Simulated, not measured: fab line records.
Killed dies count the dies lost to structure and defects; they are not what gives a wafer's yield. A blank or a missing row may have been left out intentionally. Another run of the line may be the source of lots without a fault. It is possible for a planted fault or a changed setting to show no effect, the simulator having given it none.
Which tool was responsible? :: flow n5-finfet :: 24 lots, 72 wafers sampled, at 4 steps of a route of 1938

## WHAT THE GAUGES READ, wafer by wafer
N5_BEOL_M4_THK_MEAS_53: measures by xrf. Usual: M4_THK typically reads 40.0 nm, with standard deviation 1.6.
lot: L074
measured: day 8 00:13
on: film-metro-01
M4_THK (nm): 40.1 37.6 40.9
flag: 

lot: L075
measured: day 8 15:39
on: film-metro-02
M4_THK (nm): 39.7 38.7 40.2
flag: 

lot: L076
measured: day 9 01:38
on: film-metro-01
M4_THK (nm): 37.2 38.5 38.5
flag: 

lot: L077
measured: day 9 08:01
on: film-metro-02
M4_THK (nm): 38.5 40.4 38.6
flag: 

lot: L078
measured: day 9 11:29
on: film-metro-02
M4_THK (nm): 40.6 39.2 38.7
flag: 

lot: L079
measured: day 9 19:09
on: film-metro-02
M4_THK (nm): 36.8 39.8 38.5
flag: 

lot: L080
measured: day 10 06:20
on: film-metro-01
M4_THK (nm): 41.3 39.3 40.5
flag: 

lot: L081
measured: day 10 08:50
on: film-metro-02
M4_THK (nm): 37.8 38.5 38.3
flag: 

lot: L083
measured: day 10 10:46
on: film-metro-02
M4_THK (nm): 38.5 38.7 39.3
flag: 

lot: L082
measured: day 10 15:13
on: film-metro-02
M4_THK (nm): 40.4 40.8 38.8
flag: 

lot: L084
measured: day 10 20:15
on: film-metro-02
M4_THK (nm): 40.4 41.4 40.9
flag: 

lot: L085
measured: day 11 02:59
on: film-metro-02
M4_THK (nm): 37.5 37.3 39.2
flag: 

lot: L086
measured: day 11 10:50
on: film-metro-02
M4_THK (nm): 39.9 40.2 41.6
flag: 

lot: L088
measured: day 12 04:07
on: film-metro-02
M4_THK (nm): 40.1 39.5 40.2
flag: 

lot: L087
measured: day 12 10:29
on: film-metro-01
M4_THK (nm): 40.4 40.4 40.6
flag: 

lot: L089
measured: day 12 11:48
on: film-metro-01
M4_THK (nm): 40.4 40.9 39.4
flag: 

lot: L091
measured: day 12 14:52
on: film-metro-01
M4_THK (nm): 39.4 37.8 40.4
flag: 

lot: L090
measured: day 12 15:37
on: film-metro-02
M4_THK (nm): 40.9 40.2 40.5
flag: 

lot: L093
measured: day 13 14:18
on: film-metro-02
M4_THK (nm): 41.2 41.6 45.0
flag: 

lot: L092
measured: day 13 16:27
on: film-metro-01
M4_THK (nm): 39.9 37.9 41.1
flag: 

lot: L094
measured: day 13 20:52
on: film-metro-02
M4_THK (nm): 42.2 42.3 44.7
flag: 

lot: L095
measured: day 14 00:52
on: film-metro-01
M4_THK (nm): 43.0 40.7 42.1
flag: 

lot: L096
measured: day 14 04:09
on: film-metro-02
M4_THK (nm): 40.7 43.8 41.0
flag: 

lot: L097
measured: day 14 23:52
on: film-metro-01
M4_THK (nm): 39.7 40.4 41.8
flag: 

N5_BEOL_M5_INSPECT_13: inspects for defects (brightfield). Usual: raw-defect-count at 443, with a standard deviation of 120.
lot: L074
measured: day 8 04:04
on: defect-inspect-02
raw-defect-count: 264 261 267
flag: 

lot: L075
measured: day 8 20:59
on: defect-inspect-01
raw-defect-count: 341 425 548
flag: 

lot: L076
measured: day 9 05:28
on: defect-inspect-01
raw-defect-count: 431 430 477
flag: 

lot: L077
measured: day 9 13:25
on: defect-inspect-02
raw-defect-count: 412 489 581
flag: 

lot: L078
measured: day 9 15:56
on: defect-inspect-01
raw-defect-count: 373 433 524
flag: 

lot: L079
measured: day 10 00:37
on: defect-inspect-02
raw-defect-count: 408 419 373
flag: 

lot: L080
measured: day 10 10:00
on: defect-inspect-02
raw-defect-count: 420 480 729
flag: 

lot: L081
measured: day 10 13:34
on: defect-inspect-02
raw-defect-count: 499 479 370
flag: 

lot: L083
measured: day 10 14:11
on: defect-inspect-02
raw-defect-count: 411 490 342
flag: 

lot: L082
measured: day 10 18:40
on: defect-inspect-02
raw-defect-count: 424 494 496
flag: 

lot: L084
measured: day 10 23:40
on: defect-inspect-01
raw-defect-count: 486 418 304
flag: 

lot: L085
measured: day 11 07:34
on: defect-inspect-01
raw-defect-count: 624 439 518
flag: 

lot: L086
measured: day 11 13:40
on: defect-inspect-02
raw-defect-count: 418 406 458
flag: 

lot: L088
measured: day 12 07:26
on: defect-inspect-01
raw-defect-count: 496 352 450
flag: 

lot: L087
measured: day 12 15:23
on: defect-inspect-01
raw-defect-count: 321 347 443
flag: 

lot: L089
measured: day 12 15:50
on: defect-inspect-01
raw-defect-count: 508 447 458
flag: 

lot: L091
measured: day 12 18:13
on: defect-inspect-01
raw-defect-count: 484 402 605
flag: 

lot: L090
measured: day 12 18:31
on: defect-inspect-02
raw-defect-count: 537 335 389
flag: 

lot: L093
measured: day 13 21:03
on: defect-inspect-01
raw-defect-count: 356 372 371
flag: 

lot: L092
measured: day 13 21:41
on: defect-inspect-02
raw-defect-count: 547 459 314
flag: 

lot: L094
measured: day 14 00:57
on: defect-inspect-02
raw-defect-count: 350 335 302
flag: 

lot: L095
measured: day 14 04:09
on: defect-inspect-01
raw-defect-count: 372 414 735
flag: 

lot: L096
measured: day 14 07:02
on: defect-inspect-01
raw-defect-count: 983 885 493
flag: 

lot: L097
measured: day 15 03:05
on: defect-inspect-02
raw-defect-count: 263 352 384
flag: 

## TOOL THAT RAN EACH LOT (tool first, then ch and the chambers of the sampled wafers, then the start)
lot: L074
N5_BEOL_M4_ANNEAL_87: pvd-sputter-01, day 7 22:25
N5_BEOL_M5_CURE_79: uv-cure-03 ch 2, day 8 01:53

lot: L075
N5_BEOL_M4_ANNEAL_87: pvd-sputter-01, day 8 13:40
N5_BEOL_M5_CURE_79: uv-cure-03 ch 1, day 8 16:59

lot: L076
N5_BEOL_M4_ANNEAL_87: pvd-sputter-03, day 8 19:59
N5_BEOL_M5_CURE_79: uv-cure-01 ch 2, day 9 03:08

lot: L077
N5_BEOL_M4_ANNEAL_87: pvd-sputter-03, day 9 06:12
N5_BEOL_M5_CURE_79: uv-cure-02 ch 0, day 9 09:20

lot: L078
N5_BEOL_M4_ANNEAL_87: pvd-sputter-03, day 9 09:41
N5_BEOL_M5_CURE_79: uv-cure-02 ch 1, day 9 13:22

lot: L079
N5_BEOL_M4_ANNEAL_87: pvd-sputter-03, day 9 17:20
N5_BEOL_M5_CURE_79: uv-cure-03 ch 2, day 9 20:58

lot: L080
N5_BEOL_M4_ANNEAL_87: pvd-sputter-03, day 10 03:43
N5_BEOL_M5_CURE_79: uv-cure-01 ch 2, day 10 08:01

lot: L081
N5_BEOL_M4_ANNEAL_87: pvd-sputter-02, day 10 07:02
N5_BEOL_M5_CURE_79: uv-cure-01 ch 1, day 10 10:15

lot: L083
N5_BEOL_M4_ANNEAL_87: pvd-sputter-02, day 10 08:58
N5_BEOL_M5_CURE_79: uv-cure-02 ch 2, day 10 12:14

lot: L082
N5_BEOL_M4_ANNEAL_87: pvd-sputter-01, day 10 13:24
N5_BEOL_M5_CURE_79: uv-cure-02 ch 0, day 10 16:33

lot: L084
N5_BEOL_M4_ANNEAL_87: pvd-sputter-01, day 10 18:20
N5_BEOL_M5_CURE_79: uv-cure-03 ch 0, day 10 21:40

lot: L085
N5_BEOL_M4_ANNEAL_87: pvd-sputter-01, day 11 01:10
N5_BEOL_M5_CURE_79: uv-cure-01 ch 1, day 11 04:41

lot: L086
N5_BEOL_M4_ANNEAL_87: pvd-sputter-02, day 11 09:01
N5_BEOL_M5_CURE_79: uv-cure-02 ch 0, day 11 12:28

lot: L088
N5_BEOL_M4_ANNEAL_87: pvd-sputter-02, day 12 02:18
N5_BEOL_M5_CURE_79: uv-cure-03 ch 2, day 12 05:35

lot: L087
N5_BEOL_M4_ANNEAL_87: pvd-sputter-01, day 12 08:19
N5_BEOL_M5_CURE_79: uv-cure-02 ch 1, day 12 11:49

lot: L089
N5_BEOL_M4_ANNEAL_87: pvd-sputter-03, day 12 09:53
N5_BEOL_M5_CURE_79: uv-cure-02 ch 0, day 12 13:08

lot: L091
N5_BEOL_M4_ANNEAL_87: pvd-sputter-02, day 12 13:02
N5_BEOL_M5_CURE_79: uv-cure-02 ch 1, day 12 16:16

lot: L090
N5_BEOL_M4_ANNEAL_87: pvd-sputter-03, day 12 13:48
N5_BEOL_M5_CURE_79: uv-cure-02 ch 2, day 12 16:56

lot: L093
N5_BEOL_M4_ANNEAL_87: pvd-sputter-01, day 13 12:16
N5_BEOL_M5_CURE_79: uv-cure-01 ch 1, day 13 16:38

lot: L092
N5_BEOL_M4_ANNEAL_87: pvd-sputter-01, day 13 14:35
N5_BEOL_M5_CURE_79: uv-cure-03 ch 2, day 13 17:52

lot: L094
N5_BEOL_M4_ANNEAL_87: pvd-sputter-03, day 13 19:04
N5_BEOL_M5_CURE_79: uv-cure-01 ch 0, day 13 23:07

lot: L095
N5_BEOL_M4_ANNEAL_87: pvd-sputter-02, day 13 23:03
N5_BEOL_M5_CURE_79: uv-cure-03 ch 0, day 14 02:16

lot: L096
N5_BEOL_M4_ANNEAL_87: pvd-sputter-03, day 14 02:20
N5_BEOL_M5_CURE_79: uv-cure-03 ch 1, day 14 05:29

lot: L097
N5_BEOL_M4_ANNEAL_87: pvd-sputter-02, day 14 21:35
N5_BEOL_M5_CURE_79: uv-cure-02 ch 0, day 15 01:26
- N5_BEOL_M4_ANNEAL_87: time 240 s.
- N5_BEOL_M5_CURE_79: cures SiCOH lowk, time 240 s.

## WHAT THE TOOLS THEMSELVES READ (means of the sampled wafers that have a number; where no wafer has one, the mark that the record gives instead)
N5_BEOL_M4_ANNEAL_87. Usual: heater-power-w at 848 W, with a standard deviation of 66.
lot: L074
tool: pvd-sputter-01
heater-power-w (W): 867
flag: 

lot: L075
tool: pvd-sputter-01
heater-power-w (W): 882
flag: 

lot: L076
tool: pvd-sputter-03
heater-power-w (W): 801
flag: 

lot: L077
tool: pvd-sputter-03
heater-power-w (W): 816
flag: 

lot: L078
tool: pvd-sputter-03
heater-power-w (W): 811
flag: 

lot: L079
tool: pvd-sputter-03
heater-power-w (W): 812
flag: 

lot: L080
tool: pvd-sputter-03
heater-power-w (W): 836
flag: 

lot: L081
tool: pvd-sputter-02
heater-power-w (W): 862
flag: 

lot: L083
tool: pvd-sputter-02
heater-power-w (W): 868
flag: 

lot: L082
tool: pvd-sputter-01
heater-power-w (W): 901
flag: 

lot: L084
tool: pvd-sputter-01
heater-power-w (W): 885
flag: 

lot: L085
tool: pvd-sputter-01
heater-power-w (W): 861
flag: 

lot: L086
tool: pvd-sputter-02
heater-power-w (W): 813
flag: 

lot: L088
tool: pvd-sputter-02
heater-power-w (W): 778
flag: 

lot: L087
tool: pvd-sputter-01
heater-power-w (W): 854
flag: 

lot: L089
tool: pvd-sputter-03
heater-power-w (W): 857
flag: 

lot: L091
tool: pvd-sputter-02
heater-power-w (W): 817
flag: 

lot: L090
tool: pvd-sputter-03
heater-power-w (W): 819
flag: 

lot: L093
tool: pvd-sputter-01
heater-power-w (W): 861
flag: 

lot: L092
tool: pvd-sputter-01
heater-power-w (W): 887
flag: 

lot: L094
tool: pvd-sputter-03
heater-power-w (W): 764
flag: 

lot: L095
tool: pvd-sputter-02
heater-power-w (W): 862
flag: 

lot: L096
tool: pvd-sputter-03
heater-power-w (W): 818
flag: 

lot: L097
tool: pvd-sputter-02
heater-power-w (W): 816
flag: 

N5_BEOL_M5_CURE_79. Usual: lamp-power-pct 52.30 %, standard deviation 0.055; wafer_temp_C_max 386.6, standard deviation 0.78.
lot: L074
tool: uv-cure-03
lamp-power-pct (%): 52.32
wafer_temp_C_max: 386.3
flag: 

lot: L075
tool: uv-cure-03
lamp-power-pct (%): 52.31
wafer_temp_C_max: 388.0
flag: 

lot: L076
tool: uv-cure-01
lamp-power-pct (%): 52.28
wafer_temp_C_max: 386.8
flag: 

lot: L077
tool: uv-cure-02
lamp-power-pct (%): 52.30
wafer_temp_C_max: 386.2
flag: 

lot: L078
tool: uv-cure-02
lamp-power-pct (%): 52.33
wafer_temp_C_max: 386.9
flag: 

lot: L079
tool: uv-cure-03
lamp-power-pct (%): 52.31
wafer_temp_C_max: 386.0
flag: 

lot: L080
tool: uv-cure-01
lamp-power-pct (%): 52.29
wafer_temp_C_max: 386.6
flag: 

lot: L081
tool: uv-cure-01
lamp-power-pct (%): 52.28
wafer_temp_C_max: 386.3
flag: 

lot: L083
tool: uv-cure-02
lamp-power-pct (%): 52.34
wafer_temp_C_max: 386.0
flag: 

lot: L082
tool: uv-cure-02
lamp-power-pct (%): 52.25
wafer_temp_C_max: 386.0
flag: 

lot: L084
tool: uv-cure-03
lamp-power-pct (%): 52.26
wafer_temp_C_max: 387.3
flag: 

lot: L085
tool: uv-cure-01
lamp-power-pct (%): 52.32
wafer_temp_C_max: 385.9
flag: 

lot: L086
tool: uv-cure-02
lamp-power-pct (%): 52.29
wafer_temp_C_max: 386.1
flag: 

lot: L088
tool: uv-cure-03
lamp-power-pct (%): 52.24
wafer_temp_C_max: 386.4
flag: 

lot: L087
tool: uv-cure-02
lamp-power-pct (%): 52.26
wafer_temp_C_max: 386.7
flag: 

lot: L089
tool: uv-cure-02
lamp-power-pct (%): 52.28
wafer_temp_C_max: 386.1
flag: 

lot: L091
tool: uv-cure-02
lamp-power-pct (%): 52.34
wafer_temp_C_max: 387.0
flag: 

lot: L090
tool: uv-cure-02
lamp-power-pct (%): 52.30
wafer_temp_C_max: 385.9
flag: 

lot: L093
tool: uv-cure-01
lamp-power-pct (%): 52.33
wafer_temp_C_max: 386.4
flag: 

lot: L092
tool: uv-cure-03
lamp-power-pct (%): 52.32
wafer_temp_C_max: 386.3
flag: 

lot: L094
tool: uv-cure-01
lamp-power-pct (%): 52.35
wafer_temp_C_max: 386.6
flag: 

lot: L095
tool: uv-cure-03
lamp-power-pct (%): 52.29
wafer_temp_C_max: 387.9
flag: 

lot: L096
tool: uv-cure-03
lamp-power-pct (%): 52.28
wafer_temp_C_max: 388.9
flag: 

lot: L097
tool: uv-cure-02
lamp-power-pct (%): 52.29
wafer_temp_C_max: 386.0
flag: 

## THE ANSWER, worked out from the rows above alone
Rule: lot off if the mean of its wafers having a number is beyond 3 standard deviations from the usual mean. Also off: a lot with no number at a reading for which 4 or more lots have one. Any other lot the step has rows for is counted as sound. After the gauges, taken in route order, come the tools' own readings; for these a lot's mean is taken, as printed above. At the first step where some lot is off, the reading lying furthest off is the one used; lots without a number count as furthest.
None of the lots is off at any reading shown; this tells nothing.

## WHAT THE SIMULATOR PUT IN
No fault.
